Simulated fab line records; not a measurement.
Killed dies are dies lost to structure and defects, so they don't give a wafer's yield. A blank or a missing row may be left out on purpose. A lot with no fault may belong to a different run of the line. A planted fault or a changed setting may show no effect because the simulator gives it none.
fab line records / flow nand_harc
record lots=14 wafers=42 last_day=25
route steps=1159 shown P_BONDPAD@379 A_ONON_D1@430 END@1159
lots with no fault: from the same line, run without faults
start_h: hours from the record's opening day to when the first of the lot's shown wafers began / wait_h: hours elapsed since this lot's preceding step / " identical to the entry in the row above / L1.1+2: a row that stands for several wafers / - no value present, or no start provided / * or withheld: withheld / < > ~ a bound
route shown NAME@n: NAME is a module with steps in the file, n the number in the route of the first one / usual: mean and standard deviation over wafers with no fault / same: alike in all rows / chamber/n: place in a boat / sites: per-site readings / _std_site: their standard deviation / _edge_site: mean of outer sites minus mean of inner sites / radius_mm: how far each site lies from the wafer's centre / mask NAME#n: copy n / behind: tool/chamber where the wafer was last shaped / hold: what put the lot on hold/how long, in hours/how the hold closed / device: transistor that didn't switch, given as n, p or np / end of line: at the end of the route, the tests of the same wafers / step lacking rows: just its recipe / killed: dies that structure and defects cost at the first sort, which is not the same as the wafer's yield / map: shows each die of a wafer: x if killed, . if not, _ if none is there
set.NAME: the setting that was run; set.NAME@STEP: the one run at that earlier step / model.NAME: the simulator's own value behind a step, which no gauge read
the route's steps for a sample of lots (tables are steps, rows are wafers)
services: a tool's chamber out of use, with start hour (start_h, from the record's first day; less than 0 if before it), hours out, and reason
## steps
# step NHARC_P_BONDPAD_ANNEAL_28
# recipe temp_c=225 time_s=90
# usual wafer_temp_C_max=226.1/0.46
lot.wafer=L415.3 tool=rtp_anneal-01 chamber=0 start_h=146.91 wait_h=0.3 wafer_temp_C_max=226.4
lot.wafer=L415.4 tool=rtp_anneal-01 chamber=0 start_h=146.91 wait_h=0.3 wafer_temp_C_max=226.5
lot.wafer=L415.6 tool=rtp_anneal-01 chamber=0 start_h=146.91 wait_h=0.3 wafer_temp_C_max=226.2
lot.wafer=L414.1 tool=rtp_anneal-01 chamber=0 start_h=151.63 wait_h=- wafer_temp_C_max=226.6
lot.wafer=L414.2 tool=rtp_anneal-01 chamber=0 start_h=151.63 wait_h=- wafer_temp_C_max=226.2
lot.wafer=L414.6 tool=rtp_anneal-01 chamber=0 start_h=151.63 wait_h=- wafer_temp_C_max=226.4
lot.wafer=L413.2 tool=rtp_anneal-02 chamber=0 start_h=154.18 wait_h=- wafer_temp_C_max=225.5
lot.wafer=L413.4 tool=rtp_anneal-02 chamber=0 start_h=154.18 wait_h=- wafer_temp_C_max=225.5
lot.wafer=L413.6 tool=rtp_anneal-02 chamber=0 start_h=154.18 wait_h=- wafer_temp_C_max=225.3
lot.wafer=L417.2 tool=rtp_anneal-02 chamber=0 start_h=160.66 wait_h=0.4 wafer_temp_C_max=225.8
lot.wafer=L417.3 tool=rtp_anneal-02 chamber=0 start_h=160.66 wait_h=0.4 wafer_temp_C_max=225.5
lot.wafer=L417.5 tool=rtp_anneal-02 chamber=0 start_h=160.66 wait_h=0.4 wafer_temp_C_max=225.8
lot.wafer=L420.2 tool=rtp_anneal-01 chamber=0 start_h=172.34 wait_h=- wafer_temp_C_max=226.3
lot.wafer=L420.3 tool=rtp_anneal-01 chamber=0 start_h=172.34 wait_h=- wafer_temp_C_max=226.4
lot.wafer=L420.6 tool=rtp_anneal-01 chamber=0 start_h=172.34 wait_h=- wafer_temp_C_max=226.2
lot.wafer=L419.1 tool=rtp_anneal-02 chamber=0 start_h=173.43 wait_h=- wafer_temp_C_max=225.5
lot.wafer=L419.4 tool=rtp_anneal-02 chamber=0 start_h=173.43 wait_h=- wafer_temp_C_max=225.7
lot.wafer=L419.6 tool=rtp_anneal-02 chamber=0 start_h=173.43 wait_h=- wafer_temp_C_max=225.6
lot.wafer=L422.1 tool=rtp_anneal-01 chamber=0 start_h=184.56 wait_h=- wafer_temp_C_max=226.2
lot.wafer=L422.4 tool=rtp_anneal-01 chamber=0 start_h=184.56 wait_h=- wafer_temp_C_max=226.4
lot.wafer=L422.6 tool=rtp_anneal-01 chamber=0 start_h=184.56 wait_h=- wafer_temp_C_max=225.9
lot.wafer=L421.2 tool=rtp_anneal-01 chamber=0 start_h=186.63 wait_h=- wafer_temp_C_max=226.5
lot.wafer=L421.4 tool=rtp_anneal-01 chamber=0 start_h=186.63 wait_h=- wafer_temp_C_max=226.9
lot.wafer=L421.5 tool=rtp_anneal-01 chamber=0 start_h=186.63 wait_h=- wafer_temp_C_max=226.1
lot.wafer=L424.1 tool=rtp_anneal-02 chamber=0 start_h=212.59 wait_h=0.3 wafer_temp_C_max=225.5
lot.wafer=L424.2 tool=rtp_anneal-02 chamber=0 start_h=212.59 wait_h=0.3 wafer_temp_C_max=225.6
lot.wafer=L424.4 tool=rtp_anneal-02 chamber=0 start_h=212.59 wait_h=0.3 wafer_temp_C_max=225.7
lot.wafer=L427.1 tool=rtp_anneal-02 chamber=0 start_h=218.97 wait_h=- wafer_temp_C_max=225.6
lot.wafer=L427.4 tool=rtp_anneal-02 chamber=0 start_h=218.97 wait_h=- wafer_temp_C_max=225.5
lot.wafer=L427.5 tool=rtp_anneal-02 chamber=0 start_h=218.97 wait_h=- wafer_temp_C_max=225.6
lot.wafer=L430.2 tool=rtp_anneal-01 chamber=0 start_h=233.49 wait_h=0.4 wafer_temp_C_max=226.6
lot.wafer=L430.3 tool=rtp_anneal-01 chamber=0 start_h=233.49 wait_h=0.4 wafer_temp_C_max=226.9
lot.wafer=L430.6 tool=rtp_anneal-01 chamber=0 start_h=233.49 wait_h=0.4 wafer_temp_C_max=226.3
lot.wafer=L429.2 tool=rtp_anneal-01 chamber=0 start_h=234.97 wait_h=- wafer_temp_C_max=227.0
lot.wafer=L429.4 tool=rtp_anneal-01 chamber=0 start_h=234.97 wait_h=- wafer_temp_C_max=226.4
lot.wafer=L429.6 tool=rtp_anneal-01 chamber=0 start_h=234.97 wait_h=- wafer_temp_C_max=226.1
lot.wafer=L434.3 tool=rtp_anneal-02 chamber=0 start_h=266.14 wait_h=- wafer_temp_C_max=225.7
lot.wafer=L434.4 tool=rtp_anneal-02 chamber=0 start_h=266.14 wait_h=- wafer_temp_C_max=225.3
lot.wafer=L434.5 tool=rtp_anneal-02 chamber=0 start_h=266.14 wait_h=- wafer_temp_C_max=225.6
lot.wafer=L435.3 tool=rtp_anneal-01 chamber=0 start_h=267.13 wait_h=- wafer_temp_C_max=226.2
lot.wafer=L435.4 tool=rtp_anneal-01 chamber=0 start_h=267.13 wait_h=- wafer_temp_C_max=226.4
lot.wafer=L435.6 tool=rtp_anneal-01 chamber=0 start_h=267.13 wait_h=- wafer_temp_C_max=226.3
# step NHARC_P_BONDPAD_THK_MEAS_20
# recipe thk_meas_gauge=xrf
# usual thk_nm=161.2/1.3
lot.wafer=L415.3 tool=film_metro-02 chamber=- start_h=147.47 wait_h=- thk_nm=161.0
lot.wafer=L415.4 tool=film_metro-02 chamber=- start_h=147.47 wait_h=- thk_nm=161.6
lot.wafer=L415.6 tool=film_metro-02 chamber=- start_h=147.47 wait_h=- thk_nm=161.4
lot.wafer=L414.1 tool=film_metro-01 chamber=- start_h=152.30 wait_h=- thk_nm=161.7
lot.wafer=L414.2 tool=film_metro-01 chamber=- start_h=152.30 wait_h=- thk_nm=162.0
lot.wafer=L414.6 tool=film_metro-01 chamber=- start_h=152.30 wait_h=- thk_nm=161.4
lot.wafer=L413.2 tool=film_metro-01 chamber=- start_h=154.80 wait_h=- thk_nm=160.0
lot.wafer=L413.4 tool=film_metro-01 chamber=- start_h=154.80 wait_h=- thk_nm=161.9
lot.wafer=L413.6 tool=film_metro-01 chamber=- start_h=154.80 wait_h=- thk_nm=161.2
lot.wafer=L417.2 tool=film_metro-02 chamber=- start_h=161.28 wait_h=- thk_nm=159.0
lot.wafer=L417.3 tool=film_metro-02 chamber=- start_h=161.28 wait_h=- thk_nm=160.6
lot.wafer=L417.5 tool=film_metro-02 chamber=- start_h=161.28 wait_h=- thk_nm=161.1
lot.wafer=L420.2 tool=film_metro-01 chamber=- start_h=172.96 wait_h=- thk_nm=161.2
lot.wafer=L420.3 tool=film_metro-01 chamber=- start_h=172.96 wait_h=- thk_nm=161.5
lot.wafer=L420.6 tool=film_metro-01 chamber=- start_h=172.96 wait_h=- thk_nm=160.4
lot.wafer=L419.1 tool=film_metro-02 chamber=- start_h=174.10 wait_h=- thk_nm=162.1
lot.wafer=L419.4 tool=film_metro-02 chamber=- start_h=174.10 wait_h=- thk_nm=160.6
lot.wafer=L419.6 tool=film_metro-02 chamber=- start_h=174.10 wait_h=- thk_nm=159.1
lot.wafer=L422.1 tool=film_metro-02 chamber=- start_h=185.23 wait_h=- thk_nm=161.8
lot.wafer=L422.4 tool=film_metro-02 chamber=- start_h=185.23 wait_h=- thk_nm=159.6
lot.wafer=L422.6 tool=film_metro-02 chamber=- start_h=185.23 wait_h=- thk_nm=161.7
lot.wafer=L421.2 tool=film_metro-02 chamber=- start_h=187.24 wait_h=- thk_nm=161.6
lot.wafer=L421.4 tool=film_metro-02 chamber=- start_h=187.24 wait_h=- thk_nm=161.3
lot.wafer=L421.5 tool=film_metro-02 chamber=- start_h=187.24 wait_h=- thk_nm=162.3
lot.wafer=L424.1 tool=film_metro-02 chamber=- start_h=213.26 wait_h=- thk_nm=160.5
lot.wafer=L424.2 tool=film_metro-02 chamber=- start_h=213.26 wait_h=- thk_nm=161.6
lot.wafer=L424.4 tool=film_metro-02 chamber=- start_h=213.26 wait_h=- thk_nm=160.2
lot.wafer=L427.1 tool=film_metro-01 chamber=- start_h=219.64 wait_h=- thk_nm=165.1
lot.wafer=L427.4 tool=film_metro-01 chamber=- start_h=219.64 wait_h=- thk_nm=162.4
lot.wafer=L427.5 tool=film_metro-01 chamber=- start_h=219.64 wait_h=- thk_nm=162.8
lot.wafer=L430.2 tool=film_metro-02 chamber=- start_h=234.10 wait_h=- thk_nm=161.8
lot.wafer=L430.3 tool=film_metro-02 chamber=- start_h=234.10 wait_h=- thk_nm=160.5
lot.wafer=L430.6 tool=film_metro-02 chamber=- start_h=234.10 wait_h=- thk_nm=162.5
lot.wafer=L429.2 tool=film_metro-02 chamber=- start_h=235.59 wait_h=- thk_nm=159.7
lot.wafer=L429.4 tool=film_metro-02 chamber=- start_h=235.59 wait_h=- thk_nm=158.3
lot.wafer=L429.6 tool=film_metro-02 chamber=- start_h=235.59 wait_h=- thk_nm=160.5
lot.wafer=L434.3 tool=film_metro-02 chamber=- start_h=266.70 wait_h=- thk_nm=161.7
lot.wafer=L434.4 tool=film_metro-02 chamber=- start_h=266.70 wait_h=- thk_nm=161.5
lot.wafer=L434.5 tool=film_metro-02 chamber=- start_h=266.70 wait_h=- thk_nm=159.7
lot.wafer=L435.3 tool=film_metro-01 chamber=- start_h=267.70 wait_h=- thk_nm=161.5
lot.wafer=L435.4 tool=film_metro-01 chamber=- start_h=267.70 wait_h=- thk_nm=160.9
lot.wafer=L435.6 tool=film_metro-01 chamber=- start_h=267.70 wait_h=- thk_nm=161.4
# step NHARC_A_ONON_D1_DEP_09
# recipe target_thk_a=10000 n2_flow_sccm=2750 n2o_flow_sccm=2000 nh3_flow_sccm=500 sih4_flow_sccm=210 temp_c=400
lot.wafer=L415.3+4+6 tool=pecvd_onon-02 chamber=0 start_h=172.94 wait_h=0.2
lot.wafer=L414.1+2+6 tool=pecvd_onon-03 chamber=0 start_h=178.13 wait_h=0.1
lot.wafer=L413.2+4+6 tool=pecvd_onon-02 chamber=0 start_h=178.20 wait_h=0.1
lot.wafer=L417.2+3+5 tool=pecvd_onon-04 chamber=0 start_h=189.60 wait_h=0.1
lot.wafer=L420.2+3+6 tool=pecvd_onon-04 chamber=0 start_h=201.09 wait_h=0.1
lot.wafer=L419.1+4+6 tool=pecvd_onon-03 chamber=0 start_h=201.30 wait_h=0.1
lot.wafer=L421.2+4+5 tool=pecvd_onon-03 chamber=0 start_h=212.54 wait_h=0.1
lot.wafer=L422.1+4+6 tool=pecvd_onon-02 chamber=0 start_h=212.57 wait_h=0.1
lot.wafer=L424.1+2+4 tool=pecvd_onon-03 chamber=0 start_h=238.54 wait_h=0.1
lot.wafer=L427.1+4+5 tool=pecvd_onon-02 chamber=0 start_h=245.21 wait_h=0.1
lot.wafer=L430.2+3+6 tool=pecvd_onon-03 chamber=0 start_h=259.24 wait_h=0.1
lot.wafer=L429.2+4+6 tool=pecvd_onon-02 chamber=0 start_h=259.24 wait_h=0.1
lot.wafer=L434.3+4+5 tool=pecvd_onon-03 chamber=0 start_h=293.89 wait_h=0.2
lot.wafer=L435.3+4+6 tool=pecvd_onon-04 chamber=0 start_h=294.02 wait_h=0.2
# step NHARC_A_ONON_D1_THK_MEAS_11
# recipe thk_meas_gauge=ellipsometry
# usual thk_nm=1000/9.6
lot.wafer=L415.3 tool=film_metro-02 chamber=- start_h=173.33 wait_h=- thk_nm=1002
lot.wafer=L415.4 tool=film_metro-02 chamber=- start_h=173.33 wait_h=- thk_nm=1003
lot.wafer=L415.6 tool=film_metro-02 chamber=- start_h=173.33 wait_h=- thk_nm=1001
lot.wafer=L414.1 tool=film_metro-01 chamber=- start_h=178.64 wait_h=- thk_nm=982
lot.wafer=L414.2 tool=film_metro-01 chamber=- start_h=178.64 wait_h=- thk_nm=981
lot.wafer=L414.6 tool=film_metro-01 chamber=- start_h=178.64 wait_h=- thk_nm=982
lot.wafer=L413.2 tool=film_metro-02 chamber=- start_h=178.65 wait_h=- thk_nm=991
lot.wafer=L413.4 tool=film_metro-02 chamber=- start_h=178.65 wait_h=- thk_nm=992
lot.wafer=L413.6 tool=film_metro-02 chamber=- start_h=178.65 wait_h=- thk_nm=991
lot.wafer=L417.2 tool=film_metro-02 chamber=- start_h=190.06 wait_h=- thk_nm=1003
lot.wafer=L417.3 tool=film_metro-02 chamber=- start_h=190.06 wait_h=- thk_nm=999
lot.wafer=L417.5 tool=film_metro-02 chamber=- start_h=190.06 wait_h=- thk_nm=1001
lot.wafer=L420.2 tool=film_metro-02 chamber=- start_h=201.53 wait_h=- thk_nm=1002
lot.wafer=L420.3 tool=film_metro-02 chamber=- start_h=201.53 wait_h=- thk_nm=1003
lot.wafer=L420.6 tool=film_metro-02 chamber=- start_h=201.53 wait_h=- thk_nm=1002
lot.wafer=L419.1 tool=film_metro-01 chamber=- start_h=201.81 wait_h=- thk_nm=989
lot.wafer=L419.4 tool=film_metro-01 chamber=- start_h=201.81 wait_h=- thk_nm=987
lot.wafer=L419.6 tool=film_metro-01 chamber=- start_h=201.81 wait_h=- thk_nm=988
lot.wafer=L421.2 tool=film_metro-02 chamber=- start_h=212.99 wait_h=- thk_nm=1014
lot.wafer=L421.4 tool=film_metro-02 chamber=- start_h=212.99 wait_h=- thk_nm=1014
lot.wafer=L421.5 tool=film_metro-02 chamber=- start_h=212.99 wait_h=- thk_nm=1011
lot.wafer=L422.1 tool=film_metro-01 chamber=- start_h=213.08 wait_h=- thk_nm=997
lot.wafer=L422.4 tool=film_metro-01 chamber=- start_h=213.08 wait_h=- thk_nm=993
lot.wafer=L422.6 tool=film_metro-01 chamber=- start_h=213.08 wait_h=- thk_nm=997
lot.wafer=L424.1 tool=film_metro-02 chamber=- start_h=239.05 wait_h=- thk_nm=997
lot.wafer=L424.2 tool=film_metro-02 chamber=- start_h=239.05 wait_h=- thk_nm=997
lot.wafer=L424.4 tool=film_metro-02 chamber=- start_h=239.05 wait_h=- thk_nm=996
lot.wafer=L427.1 tool=film_metro-01 chamber=- start_h=245.73 wait_h=- thk_nm=1012
lot.wafer=L427.4 tool=film_metro-01 chamber=- start_h=245.73 wait_h=- thk_nm=1012
lot.wafer=L427.5 tool=film_metro-01 chamber=- start_h=245.73 wait_h=- thk_nm=1011
lot.wafer=L430.2 tool=film_metro-02 chamber=- start_h=259.69 wait_h=- thk_nm=749
lot.wafer=L430.3 tool=film_metro-02 chamber=- start_h=259.69 wait_h=- thk_nm=997
lot.wafer=L430.6 tool=film_metro-02 chamber=- start_h=259.69 wait_h=- thk_nm=1000
lot.wafer=L429.2 tool=film_metro-02 chamber=- start_h=259.71 wait_h=- thk_nm=998
lot.wafer=L429.4 tool=film_metro-02 chamber=- start_h=259.71 wait_h=- thk_nm=997
lot.wafer=L429.6 tool=film_metro-02 chamber=- start_h=259.71 wait_h=- thk_nm=998
lot.wafer=L434.3 tool=film_metro-01 chamber=- start_h=294.31 wait_h=- thk_nm=1015
lot.wafer=L434.4 tool=film_metro-01 chamber=- start_h=294.31 wait_h=- thk_nm=770
lot.wafer=L434.5 tool=film_metro-01 chamber=- start_h=294.31 wait_h=- thk_nm=1017
lot.wafer=L435.3 tool=film_metro-02 chamber=- start_h=294.42 wait_h=- thk_nm=1002
lot.wafer=L435.4 tool=film_metro-02 chamber=- start_h=294.42 wait_h=- thk_nm=1003
lot.wafer=L435.6 tool=film_metro-02 chamber=- start_h=294.42 wait_h=- thk_nm=1003
# step NHARC_END_SORT_01
# recipe temp_c=25
# usual killed_at_array=27/11 killed_at_other=0.7/0.93 killed_at_periphery=2.9/1.9 killed_dies=30/11 killed_open=3.1/1.7 killed_short=1.9/1.3
# same gross_dies=677
lot.wafer=L430.2 tool=prober-01 chamber=0 start_h=558.17 wait_h=2.8 killed_at_array=676 killed_at_other=0 killed_at_periphery=1 killed_dies=677 killed_open=0 killed_short=2
lot.wafer=L430.3 tool=prober-01 chamber=0 start_h=558.96 wait_h=3.1 killed_at_array=15 killed_at_other=0 killed_at_periphery=4 killed_dies=19 killed_open=4 killed_short=1
lot.wafer=L430.6 tool=prober-01 chamber=0 start_h=561.36 wait_h=4.0 killed_at_array=12 killed_at_other=0 killed_at_periphery=4 killed_dies=16 killed_open=6 killed_short=3
lot.wafer=L434.3 tool=prober-02 chamber=0 start_h=599.61 wait_h=3.1 killed_at_array=37 killed_at_other=0 killed_at_periphery=3 killed_dies=40 killed_open=1 killed_short=3
lot.wafer=L434.4 tool=prober-02 chamber=0 start_h=600.40 wait_h=3.4 killed_at_array=674 killed_at_other=0 killed_at_periphery=3 killed_dies=677 killed_open=4 killed_short=1
lot.wafer=L434.5 tool=prober-02 chamber=0 start_h=601.19 wait_h=3.7 killed_at_array=37 killed_at_other=0 killed_at_periphery=6 killed_dies=43 killed_open=3 killed_short=2
# killed by level:class
L430.2 A_ONON_D1:area_dep=661 A_CHANNEL_HOLE_D1:chamber_film_flake=10 A_CONTACT:chamber_film_flake=2 A_CHANNEL_FILL_D1:geometric_particle:short=1 A_M0:geometric_particle:short=1 P_M0:chamber_film_flake=1 A_M1:chamber_film_flake=1
L430.3 A_CHANNEL_HOLE_D1:chamber_film_flake=8 A_CONTACT:chamber_film_flake=2 P_CONTACT:geometric_particle:short=1 P_CONTACT:geometric_particle:open=1 A_SOURCE_PLATE:geometric_particle:open=1 A_CHANNEL_FILL_D1:geometric_particle:open=1 A_CONTACT:geometric_particle:open=1 P_GATE:chamber_film_flake=1
L430.6 A_CHANNEL_HOLE_D1:chamber_film_flake=4 P_M0:geometric_particle:open=2 A_CONTACT:geometric_particle:open=2 P_M1:geometric_particle:short=1 A_SOURCE_PLATE:geometric_particle:open=1 A_CHANNEL_FILL_D1:geometric_particle:open=1 A_CONTACT:geometric_particle:short=1 A_BLC:geometric_particle:short=1
L434.3 A_SLIT:chamber_film_flake=17 A_CHANNEL_HOLE_D1:chamber_film_flake=7 A_M0:chamber_film_flake=6 A_CONTACT:chamber_film_flake=3 P_GATE:geometric_particle:short=1 P_CONTACT:geometric_particle:short=1 A_ONON_D1:geometric_particle:short=1 A_BLC:geometric_particle:open=1
L434.4 A_ONON_D1:area_dep=630 A_SLIT:chamber_film_flake=22 A_CONTACT:chamber_film_flake=7 A_CHANNEL_HOLE_D1:chamber_film_flake=5 A_M0:chamber_film_flake=3 A_STAIRCASE:chamber_film_flake=2 P_M1:geometric_particle:open=1 A_ONON_D1:geometric_particle:open=1
L434.5 A_SLIT:chamber_film_flake=19 A_CHANNEL_HOLE_D1:chamber_film_flake=9 P_STI:chamber_film_flake=2 P_GATE:chamber_film_flake=2 A_CONTACT:chamber_film_flake=2 A_M0:chamber_film_flake=2 P_CONTACT:geometric_particle:short=1 P_M0:geometric_particle:open=1
## services
tool=pecvd_onon-03 chamber=- start_h=153.00 hours=13.0 kind=pm
tool=pecvd_onon-03 chamber=- start_h=223.76 hours=8.2 kind=repair
tool=pecvd_onon-04 chamber=- start_h=237.20 hours=13.0 kind=pm
tool=pecvd_onon-02 chamber=- start_h=292.00 hours=13.0 kind=pm
## key
first_sign step=NHARC_A_ONON_D1_THK_MEAS_11 reading=thk_nm direction=down sigmas=25 usual=1000 struck=760
effect step=NHARC_END_SORT_01 reading=killed_at_array direction=up sigmas=59 usual=27 struck=675
more_kills_born_at NHARC_A_ONON_D1_DEP_09@pecvd_onon-03=1291
met_at NHARC_A_ONON_D1_DEP_09
struck_lots L430,L434
struck_wafers L430.2,L434.4
later_rows_left_out L430.2,L434.4
tester_left_out L430,L434
not_acting_at NHARC_P_BONDPAD_ANNEAL_28,NHARC_P_BONDPAD_THK_MEAS_20
onset_between 238.54 259.24
fault kind=process_parameter_drift tool=pecvd_onon-03 chamber=- onset_h=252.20 steps=NHARC_A_ONON_D1_DEP_09 channel=target_thk_a offset=* shape=step end_h=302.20 scope=struck_wafers_only acts_in=* stated=*
# tester_left_out: of these lots the tester's yield and bins aren't shown, on N5 and GAA mostly nor the transistor test; their killed dies are dies lost to structure and defects alone, not to doping, threshold or leakage, so they don't give the yield
# later_rows_left_out: the simulator's readings of these wafers behind a module that went badly wrong aren't trusted and aren't shown, but for the sort
